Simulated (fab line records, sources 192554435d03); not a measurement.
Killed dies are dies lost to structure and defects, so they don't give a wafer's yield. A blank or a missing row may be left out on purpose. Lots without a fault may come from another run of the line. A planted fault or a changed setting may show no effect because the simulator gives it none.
fab line records | flow n5_finfet
record lots=24 wafers=72 last_day=17
route steps=1938 shown BEOL_M8@1387 BEOL_M9@1438 BEOL_M10@1472
lots that met no fault: from a run of the same line without faults
start_h: hours from the record's first day to the start of the lot's first wafer shown | wait_h: hours since the lot's step before | " the same as in the row above | L1.1+2: a row that stands for several wafers | - no value, or no start given | * or withheld: withheld | < > ~ a bound
route shown NAME@n: a module of which the file shows steps, and the number in the route of the first | usual: mean/standard deviation of fault-free wafers | same: alike in all rows | chamber/n: place in a boat | sites: the reading at each site | _std_site: their standard deviation | _edge_site: outer sites' mean less inner sites' | radius_mm: how far each site lies from the wafer's centre | mask NAME#n: copy n | behind: the tool/chamber that last shaped the wafer | hold: why the lot was held/for how many hours/how that ended | device: the transistor (n, p or np) that didn't switch | end of line: the same wafers' tests at the end of the route | a step without rows: its recipe alone | killed: dies lost to structure and defects at the first sort, not the wafer's yield | map: a wafer's dies, x killed, . not, _ none there
set.NAME: the setting as run; set.NAME@STEP: as run at that earlier step | model.NAME: the simulator's own value behind a step, which no gauge read
steps of the route over a sample of lots; a table a step, a row a wafer
services: from which hour (start_h, from the record's first day; less than 0 if before it) a tool's chamber was out of use, for how many hours, and why
## steps
# step N5_BEOL_M8_DEGAS_44
# recipe ambient=vacuum temp_c=250 time_s=60
# usual heater_power_w=347/54
# same time_s=60
# columns lot.wafer tool chamber start_h wait_h heater_power_w
L074.2 pvd_sputter-03 - 192.43 0.3 371
L074.3 " - " " 308
L074.5 " - " " 402
L076.1 pvd_sputter-01 - 210.79 0.3 333
L076.4 " - " " 264
L076.6 " - " " 264
L075.1 pvd_sputter-01 - 211.71 0.7 323
L075.3 " - " " 432
L075.5 " - " " 440
L077.2 pvd_sputter-02 - 216.63 0.6 406
L077.5 " - " " 419
L077.6 " - " " 328
L079.1 pvd_sputter-02 - 218.07 0.4 413
L079.2 " - " " 323
L079.5 " - " " 312
L078.1 pvd_sputter-02 - 218.15 0.4 328
L078.2 " - " " 411
L078.4 " - " " 329
L081.2 pvd_sputter-01 - 233.03 0.3 259
L081.4 " - " " 434
L081.5 " - " " 338
L080.2 pvd_sputter-02 - 234.19 1.0 416
L080.3 " - " " 323
L080.4 " - " " 324
L082.1 pvd_sputter-01 - 240.58 0.5 256
L082.3 " - " " 438
L082.6 " - " " 332
L084.2 pvd_sputter-01 - 255.47 0.5 433
L084.5 " - " " 444
L084.6 " - " " 266
L083.1 pvd_sputter-02 - 258.71 2.6 415
L083.2 " - " " 326
L083.3 " - " " 412
L085.1 pvd_sputter-01 - 264.03 0.7 321
L085.4 " - " " 261
L085.5 " - " " 320
L086.2 pvd_sputter-01 - 269.32 1.6 326
L086.4 " - " " 329
L086.6 " - " " 440
L087.1 pvd_sputter-01 - 284.38 0.6 342
L087.3 " - " " 427
L087.5 " - " " 344
L088.1 pvd_sputter-01 - 286.34 0.5 260
L088.2 " - " " 345
L088.4 " - " " 419
L090.2 pvd_sputter-03 - 301.49 0.2 405
L090.3 " - " " 309
L090.4 " - " " 327
L091.3 pvd_sputter-01 - 301.54 0.3 329
L091.4 " - " " 446
L091.6 " - " " 427
L089.2 pvd_sputter-01 - 301.99 0.2 341
L089.3 " - " " 263
L089.5 " - " " 439
L093.4 pvd_sputter-03 - 302.32 0.2 328
L093.5 " - " " 306
L093.6 " - " " 411
L092.1 pvd_sputter-02 - 313.45 0.5 329
L092.2 " - " " 416
L092.5 " - " " 331
L094.2 pvd_sputter-02 - 323.28 0.5 421
L094.3 " - " " 417
L094.4 " - " " 339
L095.1 pvd_sputter-03 - 330.94 0.5 401
L095.4 " - " " 364
L095.5 " - " " 314
L096.1 pvd_sputter-01 - 333.67 0.3 338
L096.2 " - " " 321
L096.6 " - " " 322
L097.1 pvd_sputter-01 - 338.81 0.5 264
L097.3 " - " " 324
L097.5 " - " " 266
# step N5_BEOL_M9_ETCH_76
# recipe chemistry=N2/H2 target=underlayer target_depth_a=65 mask_material=CAR-EUV time_s=5.2 ion_energy_ev=200 pressure_mtorr=30 source_w=840 bias_w=150 n2_flow_sccm=200 h2_flow_sccm=200 ends=cleared
# usual drypump_motor_current_A=5.8/0.4 etch_rf_on_time_s=5.21/0.1 oes_product_au=0.65/0.072 rf_vpp_V=523.4/2.4 showerhead_plenum_p_Torr=2.53/0.077 throttle_valve_pct=17.87/0.27
# columns lot.wafer tool chamber start_h wait_h drypump_motor_current_A etch_rf_on_time_s oes_product_au rf_hours_counter_h rf_vpp_V showerhead_plenum_p_Torr throttle_valve_pct
L074.2 rie_diel-02 1 200.63 0.0 6.1 5.23 0.65 119 520.4 2.45 18.23
L074.3 " 2 " " 6.3 5.21 0.61 175 526.7 2.64 17.99
L074.5 " 3 " " 5.8 5.24 0.61 - 521.4 2.51 17.79
L076.1 rie_diel-05 0 215.27 0.0 6.1 5.15 0.71 75 523.4 2.56 17.94
L076.4 " 2 " " 5.3 5.35 0.58 197 526.8 2.65 17.84
L076.6 " 3 " " 6.1 5.09 0.67 - 524.1 2.43 17.63
L075.1 rie_diel-05 0 217.39 0.0 6.1 5.12 0.70 76 522.9 2.56 17.95
L075.3 " 1 " " 6.3 5.35 0.57 235 525.4 2.62 17.92
L075.5 " 1 " " 6.3 5.34 0.57 - 524.3 2.62 17.91
L079.1 rie_diel-05 2 222.57 0.0 5.3 5.27 0.60 199 524.9 2.64 17.83
L079.2 " 1 " " 6.3 5.28 0.59 237 523.0 2.62 17.89
L079.5 " 3 " " 6.1 5.08 0.67 - 524.0 2.43 17.61
L077.2 rie_diel-04 1 222.75 0.0 5.2 5.35 0.71 52 525.4 2.59 17.83
L077.5 " 2 " " 6.2 5.18 0.62 - 523.5 2.53 18.02
L077.6 " 1 " " 5.2 5.33 0.72 - 524.4 2.59 17.80
L078.1 rie_diel-05 0 224.68 0.0 6.1 5.08 0.70 78 527.7 2.56 17.97
L078.2 " 1 " " 6.3 5.29 0.57 238 524.7 2.62 17.90
L078.4 " 2 " " 5.3 5.23 0.60 199 526.9 2.64 17.82
L081.2 rie_diel-02 2 239.92 0.0 6.2 5.21 0.61 187 527.5 2.63 18.01
L081.4 " 3 " " 5.8 5.25 0.61 241 524.6 2.50 17.79
L081.5 " 1 " " 6.1 5.16 0.65 - 518.8 2.45 18.25
L080.2 rie_diel-02 3 242.17 0.0 5.8 5.27 0.60 242 521.2 2.50 17.81
L080.3 " 2 " " 6.3 5.20 0.61 188 526.4 2.63 18.01
L080.4 " 1 " " 6.0 5.14 0.65 132 522.1 2.45 18.26
L082.1 rie_diel-04 3 248.10 0.0 5.3 5.00 0.83 11 521.6 2.49 17.15
L082.3 " 1 " " 5.2 5.29 0.72 58 523.9 2.59 17.82
L082.6 " 3 " " 5.3 4.99 0.84 - 522.2 2.49 17.13
L084.2 rie_diel-02 0 262.97 0.0 5.8 5.26 0.61 231 522.0 2.50 18.09
L084.5 " 3 " " 5.9 5.27 0.60 - 522.2 2.50 17.83
L084.6 " 0 " " 5.8 5.22 0.62 - 522.0 2.50 18.10
L083.1 rie_diel-02 3 265.41 0.0 5.8 5.24 0.60 249 520.8 2.50 17.83
L083.2 " 1 " " 6.1 5.15 0.64 139 519.6 2.44 18.27
L083.3 " 2 " " 6.2 5.25 0.60 195 526.6 2.63 18.01
L085.1 rie_diel-04 1 269.23 0.0 5.2 5.30 0.71 64 523.3 2.58 17.84
L085.4 " 0 " " 5.2 5.21 0.60 221 517.7 2.41 17.99
L085.5 " 1 " " 5.2 5.31 0.71 - 525.9 2.58 17.85
L086.2 rie_diel-02 0 276.20 0.0 5.8 5.31 0.60 237 524.3 2.50 18.12
L086.4 " 2 " " 6.3 5.30 0.60 - 525.6 2.63 18.04
L086.6 " 1 " " 6.0 5.23 0.64 - 522.4 2.44 18.29
L088.1 rie_diel-05 3 290.94 0.0 6.2 5.19 0.64 135 521.2 2.42 17.65
L088.2 " 0 " " 6.1 5.09 0.68 104 525.4 2.55 18.01
L088.4 " 3 " " 6.1 5.16 0.67 - 519.6 2.42 17.67
L087.1 rie_diel-05 2 291.49 0.0 5.3 5.30 0.59 224 523.1 2.63 17.86
L087.3 " 3 " " 6.2 5.12 0.65 135 519.9 2.42 17.65
L087.5 " 2 " " 5.3 5.30 0.58 - 525.5 2.63 17.85
L091.3 rie_diel-02 2 308.44 0.0 6.3 5.22 0.60 213 526.4 2.62 18.03
L091.4 " 0 " " 5.7 5.31 0.61 243 521.8 2.50 18.10
L091.6 " 2 " " 6.3 5.22 0.60 - 526.3 2.62 18.05
L090.2 rie_diel-05 0 308.61 0.0 6.1 5.05 0.68 109 524.8 2.55 18.02
L090.3 " 2 " " 5.3 5.33 0.58 230 528.6 2.63 17.89
L090.4 " 3 " " 6.2 5.06 0.64 140 522.8 2.42 17.66
L089.2 rie_diel-02 2 310.62 0.0 6.3 5.28 0.58 214 525.6 2.62 18.05
L089.3 " 1 " " 6.0 5.26 0.63 158 521.5 2.44 18.29
L089.5 " 2 " " 6.3 5.30 0.59 - 525.7 2.62 18.02
L093.4 rie_diel-04 3 310.78 0.0 5.3 5.13 0.78 24 520.9 2.48 17.17
L093.5 " 3 " " 5.3 5.12 0.79 - 521.9 2.49 17.18
L093.6 " 0 " " 5.2 5.37 0.58 - 521.6 2.41 17.99
L092.1 rie_diel-04 1 319.18 0.0 5.3 5.43 0.69 74 524.8 2.58 17.86
L092.2 " 2 " " 6.2 5.23 0.61 196 524.2 2.51 18.04
L092.5 " 0 " " 5.2 5.28 0.59 - 517.5 2.41 17.99
L094.2 rie_diel-04 1 329.52 0.0 5.2 5.34 0.69 78 525.2 2.58 17.84
L094.3 " 3 " " 5.3 5.05 0.78 30 520.2 2.48 17.16
L094.4 " 2 " " 6.2 5.19 0.60 200 523.0 2.51 18.07
L095.1 rie_diel-02 1 339.60 0.0 6.0 5.27 0.62 167 518.7 2.43 18.30
L095.4 " 1 " " 6.0 5.26 0.63 - 520.4 2.43 18.32
L095.5 " 0 " " 5.8 5.33 0.59 - 524.5 2.49 18.13
L096.1 rie_diel-05 3 341.87 0.0 6.1 5.14 0.63 151 522.1 2.42 17.68
L096.2 " 0 " " 6.0 5.07 0.67 120 522.4 2.54 18.02
L096.6 " 2 " " 5.3 5.30 0.57 - 524.3 2.63 17.91
L097.1 rie_diel-05 1 346.55 0.0 6.3 5.16 0.76 16 525.6 2.61 17.43
L097.3 " 0 " " 6.1 5.02 0.67 121 523.4 2.54 18.06
L097.5 " 1 " " 6.3 5.12 0.77 - 524.8 2.61 17.47
# step N5_BEOL_M9_OCD_MEAS_38
# usual trench_depth_nm=150.4/2.4
# columns lot.wafer tool chamber start_h wait_h trench_depth_nm
L074.2 ocd-01 - 201.06 - 151.0
L074.3 " - " " 150.2
L074.5 " - " " 151.6
L076.1 ocd-02 - 215.69 - 152.6
L076.4 " - " " 146.8
L076.6 " - " " 152.1
L075.1 ocd-02 - 217.81 - 153.3
L075.3 " - " " 147.4
L075.5 " - " " 146.3
L079.1 ocd-01 - 222.99 - 146.0
L079.2 " - " " 145.7
L079.5 " - " " 151.5
L077.2 ocd-01 - 223.17 - 150.7
L077.5 " - " " 153.1
L077.6 " - " " 151.8
L078.1 ocd-02 - 225.10 - 153.3
L078.2 " - " " 146.5
L078.4 " - " " 146.5
L081.2 ocd-02 - 240.34 - 150.7
L081.4 " - " " 148.5
L081.5 " - " " 150.5
L080.2 ocd-01 - 242.60 - 149.9
L080.3 " - " " 149.7
L080.4 " - " " 151.3
L082.1 ocd-01 - 248.52 - 155.4
L082.3 " - " " 150.0
L082.6 " - " " 154.8
L084.2 ocd-02 - 263.39 - 151.1
L084.5 " - " " 149.5
L084.6 " - " " 151.6
L083.1 ocd-02 - 265.83 - 148.4
L083.2 " - " " 149.7
L083.3 " - " " 147.8
L085.1 ocd-02 - 269.65 - 150.5
L085.4 " - " " 151.6
L085.5 " - " " 149.8
L086.2 ocd-01 - 276.63 - 150.0
L086.4 " - " " 151.3
L086.6 " - " " 152.0
L088.1 ocd-02 - 291.36 - 152.7
L088.2 " - " " 153.1
L088.4 " - " " 151.6
L087.1 ocd-01 - 291.91 - 147.2
L087.3 " - " " 153.6
L087.5 " - " " 147.9
L091.3 ocd-02 - 308.87 - 148.5
L091.4 " - " " 148.6
L091.6 " - " " 148.4
L090.2 ocd-01 - 309.03 - 151.5
L090.3 " - " " 145.8
L090.4 " - " " 152.2
L089.2 ocd-01 - 311.04 - 150.3
L089.3 " - " " 149.5
L089.5 " - " " 149.1
L093.4 ocd-02 - 311.21 - 155.8
L093.5 " - " " 148.0
L093.6 " - " " 150.9
L092.1 ocd-01 - 319.61 - 148.1
L092.2 " - " " 150.7
L092.5 " - " " 150.2
L094.2 ocd-01 - 329.95 - 149.1
L094.3 " - " " 153.1
L094.4 " - " " 152.5
L095.1 ocd-02 - 340.02 - 149.5
L095.4 " - " " 149.8
L095.5 " - " " 148.9
L096.1 ocd-02 - 342.30 - 151.2
L096.2 " - " " 154.5
L096.6 " - " " 145.7
L097.1 ocd-01 - 346.97 - 151.9
L097.3 " - " " 151.2
L097.5 " - " " 152.1
# step N5_BEOL_M10_THK_MEAS_01
# recipe reads=SiCOH_lowk_of_BEOL_M10_ILD_DEP_00
# usual M10_ILD_THK=265/3.8
# columns lot.wafer tool chamber start_h wait_h M10_ILD_THK[nm]
L074.2 film_metro-01 - 203.84 0.4 265
L074.3 " - " " 260
L074.5 " - " " 268
L076.1 film_metro-01 - 219.04 0.4 265
L076.4 " - " " 265
L076.6 " - " " 266
L075.1 film_metro-02 - 221.54 0.4 266
L075.3 " - " " 265
L075.5 " - " " 267
L079.1 film_metro-01 - 226.63 0.4 258
L079.2 " - " " 262
L079.5 " - " " 264
L077.2 film_metro-01 - 227.85 0.7 263
L077.5 " - " " 267
L077.6 " - " " 266
L078.1 film_metro-01 - 228.01 0.4 259
L078.2 " - " " 258
L078.4 " - " " 262
L081.2 film_metro-02 - 245.89 0.7 261
L081.4 " - " " 266
L081.5 " - " " 265
L080.2 film_metro-02 - 246.69 0.4 271
L080.3 " - " " 270
L080.4 " - " " 270
L082.1 film_metro-02 - 252.28 0.4 259
L082.3 " - " " 265
L082.6 " - " " 265
L084.2 film_metro-01 - 267.40 0.4 263
L084.5 " - " " 269
L084.6 " - " " 275
L083.1 film_metro-01 - 268.91 0.4 267
L083.2 " - " " 263
L083.3 " - " " 268
L085.1 film_metro-02 - 274.35 0.4 267
L085.4 " - " " 271
L085.5 " - " " 265
L086.2 film_metro-01 - 281.64 0.4 268
L086.4 " - " " 268
L086.6 " - " " 267
L087.1 film_metro-02 - 294.65 0.4 263
L087.3 " - " " 264
L087.5 " - " " 267
L088.1 film_metro-01 - 295.06 0.8 268
L088.2 " - " " 270
L088.4 " - " " 269
L091.3 film_metro-01 - 312.25 0.3 261
L091.4 " - " " 268
L091.6 " - " " 273
L090.2 film_metro-01 - 312.41 0.4 261
L090.3 " - " " 260
L090.4 " - " " 270
L089.2 film_metro-01 - 313.94 0.4 267
L089.3 " - " " 268
L089.5 " - " " 264
L093.4 film_metro-02 - 315.92 0.7 262
L093.5 " - " " 265
L093.6 " - " " 266
L092.1 film_metro-02 - 322.71 0.4 256
L092.2 " - " " 262
L092.5 " - " " 267
L094.2 film_metro-01 - 333.22 0.4 263
L094.3 " - " " 262
L094.4 " - " " 271
L095.1 film_metro-01 - 344.45 0.4 265
L095.4 " - " " 264
L095.5 " - " " 269
L096.1 film_metro-02 - 346.35 0.4 268
L096.2 " - " " 270
L096.6 " - " " 265
L097.1 film_metro-01 - 351.18 0.4 268
L097.3 " - " " 258
L097.5 " - " " 268
# step N5_BEOL_M10_DESCUM_33
# recipe chemistry=O2 time_s=7.9 source_power_w=50 bias_power_w=20 pressure_mtorr=20 rf_frequency_hz=2.712e+07 temp_c=40 resist=CAR-ArF o2_flow_sccm=225
# usual drypump_motor_current_A=5.5/0.5 oes_product_au=0.80/0.08 rf_vpp_V=243.2/1.5 showerhead_plenum_p_Torr=2.09/0.073 throttle_valve_pct=20.48/0.2
# same time_s=7.9
# columns lot.wafer tool chamber start_h wait_h drypump_motor_current_A oes_product_au rf_hours_counter_h rf_vpp_V showerhead_plenum_p_Torr throttle_valve_pct
L074.2 rie_diel-01 1 207.29 0.1 5.7 0.92 16 242.9 2.05 20.25
L074.3 " 0 " " 5.6 0.71 221 242.3 2.07 20.67
L074.5 " 3 " " 6.5 0.83 - 245.5 2.22 20.21
L076.1 rie_diel-03 3 222.66 0.2 5.8 0.92 31 242.9 2.15 20.50
L076.4 " 3 " " 5.8 0.92 - 242.4 2.15 20.50
L076.6 " 3 " " 5.8 0.90 - 244.6 2.15 20.50
L075.1 rie_diel-01 0 225.39 0.5 5.6 0.71 228 242.3 2.06 20.66
L075.3 " 2 " " 5.1 0.77 129 245.0 2.19 20.73
L075.5 " 3 " " 6.5 0.83 - 245.7 2.22 20.21
L079.1 rie_diel-01 2 231.47 0.0 5.1 0.77 131 243.5 2.19 20.74
L079.2 " 0 " " 5.6 0.71 230 241.4 2.06 20.68
L079.5 " 2 " " 5.1 0.77 - 243.1 2.19 20.75
L077.2 rie_diel-03 3 231.73 0.0 5.8 0.91 35 243.1 2.14 20.48
L077.5 " 3 " " 5.8 0.91 - 244.5 2.14 20.48
L077.6 " 2 " " 5.7 0.70 - 241.8 1.98 20.65
L078.1 rie_diel-06 0 231.98 0.1 5.1 0.72 205 243.7 2.15 20.64
L078.2 " 3 " " 4.9 0.80 98 243.4 2.03 20.20
L078.4 " 1 " " 5.3 0.79 121 243.1 2.13 20.60
L081.2 rie_diel-06 0 250.76 1.9 5.1 0.71 211 244.2 2.15 20.66
L081.4 " 3 " " 4.9 0.79 104 242.2 2.03 20.22
L081.5 " 1 " " 5.4 0.77 - 243.4 2.12 20.61
L080.2 rie_diel-06 3 251.37 1.8 4.9 0.78 104 242.7 2.03 20.21
L080.3 " 0 " " 5.0 0.70 211 244.4 2.15 20.65
L080.4 " 2 " " 5.2 0.77 137 243.8 2.02 20.63
L082.1 rie_diel-03 1 255.12 0.0 4.8 0.79 122 241.7 2.02 20.12
L082.3 " 3 " " 5.8 0.89 43 243.4 2.14 20.50
L082.6 " 2 " " 5.8 0.69 - 240.9 1.98 20.65
L084.2 rie_diel-06 2 272.59 0.3 5.2 0.77 146 241.6 2.02 20.66
L084.5 " 0 " " 5.0 0.71 - 244.0 2.14 20.67
L084.6 " 3 " " 4.9 0.79 - 241.6 2.03 20.23
L083.1 rie_diel-01 3 273.26 0.8 6.5 0.82 83 243.5 2.21 20.23
L083.2 " 2 " " 5.1 0.75 144 246.3 2.18 20.76
L083.3 " 0 " " 5.6 0.69 243 243.5 2.06 20.69
L085.1 rie_diel-06 1 282.86 0.0 5.4 0.77 137 242.9 2.12 20.61
L085.4 " 3 " " 4.9 0.77 115 240.8 2.02 20.24
L085.5 " 2 " " 5.2 0.76 - 241.7 2.02 20.67
L086.2 rie_diel-01 1 285.37 0.0 5.7 0.87 42 241.8 2.05 20.29
L086.4 " 2 " " 5.1 0.75 148 243.7 2.18 20.76
L086.6 " 3 " " 6.5 0.80 - 244.7 2.21 20.25
L088.1 rie_diel-03 3 301.10 0.0 5.8 0.89 59 244.5 2.14 20.53
L088.2 " 0 " " 6.3 0.99 2 243.0 2.15 20.42
L088.4 " 1 " " 4.8 0.76 - 242.1 2.01 20.17
L087.1 rie_diel-06 3 301.67 0.4 4.9 0.77 122 242.4 2.02 20.25
L087.3 " 1 " " 5.4 0.76 143 242.7 2.12 20.62
L087.5 " 1 " " 5.4 0.76 - 242.9 2.12 20.62
L089.2 rie_diel-06 3 316.10 0.0 4.9 0.77 127 242.5 2.02 20.25
L089.3 " 0 " " 5.0 0.69 235 243.3 2.14 20.69
L089.5 " 2 " " 5.2 0.75 - 241.3 2.01 20.68
L090.2 rie_diel-01 1 316.67 0.4 5.7 0.85 54 240.9 2.04 20.30
L090.3 " 2 " " 5.1 0.74 160 246.4 2.18 20.76
L090.4 " 3 " " 6.5 0.79 99 245.5 2.21 20.27
L091.3 rie_diel-03 1 316.68 0.3 4.8 0.75 145 240.9 2.01 20.17
L091.4 " 3 " " 5.8 0.86 - 243.4 2.13 20.53
L091.6 " 1 " " 4.8 0.75 - 243.0 2.01 20.17
L093.4 rie_diel-03 3 319.16 0.0 5.8 0.85 - 243.6 2.13 20.54
L093.5 " 1 " " 4.9 0.75 - 241.9 2.01 20.17
L093.6 " 0 " " 6.3 0.94 - 244.4 2.15 20.45
L092.1 rie_diel-06 3 324.62 0.0 4.9 0.77 130 242.6 2.02 20.26
L092.2 " 0 " " 5.0 0.70 238 246.2 2.14 20.71
L092.5 " 2 " " 5.2 0.75 - 242.3 2.01 20.69
L094.2 rie_diel-03 2 338.06 0.4 5.8 0.93 7 245.6 2.23 20.24
L094.3 " 1 " " 4.8 0.75 154 241.7 2.01 20.18
L094.4 " 0 " " 6.3 0.94 16 243.4 2.15 20.45
L095.1 rie_diel-01 2 348.12 0.2 5.1 0.73 171 245.8 2.17 20.80
L095.4 " 0 " " 5.6 0.96 10 244.0 2.05 20.38
L095.5 " 3 " " 6.5 0.77 - 245.1 2.20 20.26
L096.1 rie_diel-01 0 349.16 0.0 5.6 0.97 10 241.0 2.05 20.39
L096.2 " 3 " " 6.5 0.78 109 245.4 2.20 20.28
L096.6 " 2 " " 5.1 0.73 - 244.9 2.17 20.81
L097.1 rie_diel-06 2 354.67 0.0 5.2 0.75 173 243.6 2.01 20.69
L097.3 " 3 " " 4.9 0.75 142 243.2 2.02 20.30
L097.5 " 3 " " 4.9 0.75 - 243.0 2.02 20.26
# step N5_BEOL_M10_ETCH_66
# recipe chemistry=N2/H2 target=SOC target_depth_a=1200 overetch_a=240 mask_material=SiARC temp_c=40 time_s=180 ion_energy_ev=200 pressure_mtorr=30 source_w=840 bias_w=150 n2_flow_sccm=200 h2_flow_sccm=200
# usual drypump_motor_current_A=5.5/0.51 oes_product_au=0.64/0.06 rf_vpp_V=523.9/2.6 showerhead_plenum_p_Torr=2.54/0.089 throttle_valve_pct=17.85/0.24
# same time_s=180
# columns lot.wafer tool chamber start_h wait_h drypump_motor_current_A oes_product_au rf_hours_counter_h rf_vpp_V showerhead_plenum_p_Torr throttle_valve_pct
L074.2 rie_diel-01 1 207.38 0.0 5.8 0.74 16 521.9 2.49 17.68
L074.3 " 0 " " 5.6 0.58 221 522.8 2.50 17.99
L074.5 " 3 " " 6.5 0.68 - 527.1 2.69 17.51
L076.1 rie_diel-03 3 222.79 0.1 5.8 0.72 32 525.7 2.58 17.70
L076.4 " 3 " " 5.8 0.73 - 525.5 2.58 17.70
L076.6 " 3 " " 5.8 0.73 - 525.9 2.58 17.72
L075.1 rie_diel-01 0 225.47 0.0 5.6 0.57 228 524.3 2.50 18.00
L075.3 " 2 " " 5.2 0.62 129 526.5 2.66 18.17
L075.5 " 3 " " 6.5 0.67 - 527.3 2.69 17.53
L079.1 rie_diel-01 2 231.55 0.0 5.1 0.62 131 526.8 2.66 18.18
L079.2 " 0 " " 5.6 0.58 230 524.4 2.50 17.98
L079.5 " 2 " " 5.1 0.62 - 526.8 2.66 18.17
L077.2 rie_diel-03 3 231.81 0.0 5.8 0.72 35 527.6 2.58 17.70
L077.5 " 3 " " 5.8 0.72 - 522.9 2.58 17.71
L077.6 " 2 " " 5.7 0.56 - 520.7 2.40 18.02
L078.1 rie_diel-06 0 232.07 0.0 5.0 0.58 205 526.5 2.63 18.21
L078.2 " 3 " " 4.9 0.65 98 521.6 2.47 17.72
L078.4 " 1 " " 5.4 0.62 121 525.0 2.54 17.76
L081.2 rie_diel-06 0 250.84 0.0 5.0 0.58 211 526.0 2.63 18.21
L081.4 " 3 " " 4.9 0.64 104 521.3 2.47 17.74
L081.5 " 1 " " 5.4 0.62 - 524.1 2.54 17.76
L080.2 rie_diel-06 3 251.46 0.0 4.9 0.64 104 522.0 2.47 17.74
L080.3 " 0 " " 5.0 0.58 211 525.8 2.63 18.22
L080.4 " 2 " " 5.2 0.63 137 521.8 2.45 18.07
L082.1 rie_diel-03 1 255.21 0.0 4.8 0.63 122 522.2 2.44 17.43
L082.3 " 3 " " 5.8 0.71 43 525.5 2.57 17.73
L082.6 " 2 " " 5.8 0.56 - 520.1 2.40 18.05
L084.2 rie_diel-06 2 272.67 0.0 5.2 0.62 146 522.4 2.45 18.09
L084.5 " 0 " " 5.0 0.57 - 526.1 2.62 18.21
L084.6 " 3 " " 4.9 0.63 - 520.8 2.47 17.76
L083.1 rie_diel-01 3 273.34 0.0 6.5 0.66 83 528.6 2.68 17.56
L083.2 " 2 " " 5.1 0.62 144 527.0 2.66 18.21
L083.3 " 0 " " 5.7 0.57 243 523.5 2.49 18.01
L085.1 rie_diel-06 1 282.95 0.0 5.4 0.62 137 525.1 2.54 17.79
L085.4 " 3 " " 4.9 0.63 115 521.2 2.46 17.77
L085.5 " 2 " " 5.2 0.62 - 521.3 2.45 18.09
L086.2 rie_diel-01 1 285.45 0.0 5.8 0.70 42 522.8 2.48 17.71
L086.4 " 2 " " 5.1 0.62 148 527.6 2.66 18.19
L086.6 " 3 " " 6.5 0.66 - 529.0 2.68 17.56
L088.1 rie_diel-03 3 301.18 0.0 5.8 0.70 60 524.4 2.57 17.77
L088.2 " 0 " " 6.3 0.78 2 524.6 2.61 17.76
L088.4 " 1 " " 4.9 0.62 - 521.2 2.44 17.48
L087.1 rie_diel-06 3 301.75 0.0 4.9 0.62 122 522.2 2.46 17.77
L087.3 " 1 " " 5.3 0.61 143 524.2 2.53 17.79
L087.5 " 1 " " 5.4 0.61 - 525.2 2.53 17.79
L089.2 rie_diel-06 3 316.18 0.0 4.9 0.62 127 521.7 2.46 17.77
L089.3 " 0 " " 5.1 0.56 235 524.6 2.62 18.25
L089.5 " 2 " " 5.2 0.61 - 522.1 2.44 18.11
L090.2 rie_diel-01 1 316.76 0.0 5.7 0.69 54 522.0 2.48 17.74
L090.3 " 2 " " 5.2 0.60 160 527.0 2.65 18.22
L090.4 " 3 " " 6.5 0.64 99 529.0 2.67 17.59
L091.3 rie_diel-03 1 316.76 0.0 4.8 0.61 145 521.4 2.43 17.48
L091.4 " 3 " " 5.8 0.68 - 525.2 2.56 17.77
L091.6 " 1 " " 4.9 0.62 - 520.6 2.43 17.49
L093.4 rie_diel-03 3 319.28 0.1 5.8 0.68 - 525.0 2.56 17.78
L093.5 " 1 " " 4.8 0.61 - 520.4 2.43 17.48
L093.6 " 0 " " 6.2 0.75 - 525.3 2.61 17.78
L092.1 rie_diel-06 3 324.70 0.0 4.9 0.63 130 520.6 2.46 17.80
L092.2 " 0 " " 5.1 0.56 238 527.3 2.61 18.26
L092.5 " 2 " " 5.2 0.61 - 521.0 2.44 18.10
L094.2 rie_diel-03 2 338.14 0.0 5.8 0.74 7 528.6 2.71 17.60
L094.3 " 1 " " 4.8 0.61 154 521.8 2.43 17.49
L094.4 " 0 " " 6.2 0.74 16 523.9 2.61 17.78
L095.1 rie_diel-01 2 348.21 0.0 5.2 0.60 171 527.0 2.65 18.25
L095.4 " 0 " " 5.7 0.77 10 522.9 2.48 17.65
L095.5 " 3 " " 6.5 0.64 - 528.5 2.67 17.61
L096.1 rie_diel-01 0 349.24 0.0 5.6 0.77 10 523.8 2.48 17.64
L096.2 " 3 " " 6.5 0.64 109 527.0 2.67 17.62
L096.6 " 2 " " 5.1 0.59 - 525.6 2.65 18.26
L097.1 rie_diel-06 2 354.75 0.0 5.2 0.61 173 519.6 2.44 18.12
L097.3 " 3 " " 4.9 0.62 143 522.1 2.45 17.81
L097.5 " 3 " " 4.9 0.61 - 521.4 2.45 17.79
## services
# columns tool chamber start_h hours kind
rie_diel-04 2 180.80 8.5 repair
rie_diel-03 0 187.82 10.9 repair
rie_diel-06 0 188.36 17.2 repair
rie_diel-03 1 213.27 14.2 repair
rie_diel-03 0 218.88 6.2 repair
rie_diel-04 1 229.69 7.4 repair
rie_diel-06 1 254.91 6.7 repair
rie_diel-06 3 258.08 2.7 repair
rie_diel-05 3 265.18 6.2 repair
rie_diel-04 - 273.42 14.6 pm
pvd_sputter-03 - 278.15 5.5 repair
rie_diel-02 0 279.54 8.0 repair
rie_diel-02 0 289.38 4.3 repair
pvd_sputter-02 - 294.67 5.9 repair
pvd_sputter-01 - 310.24 2.1 repair
rie_diel-02 0 316.61 4.1 repair
rie_diel-02 2 319.89 2.5 repair
rie_diel-02 3 323.57 29.4 repair
rie_diel-02 1 326.74 3.5 repair
rie_diel-06 2 336.84 9.5 repair
rie_diel-06 0 353.07 - clean
rie_diel-06 0 353.07 - consumable_replace:focus_ring
rie_diel-06 0 353.07 16.3 scheduled_down
rie_diel-01 - 354.60 0.3 repair
## key
fault none
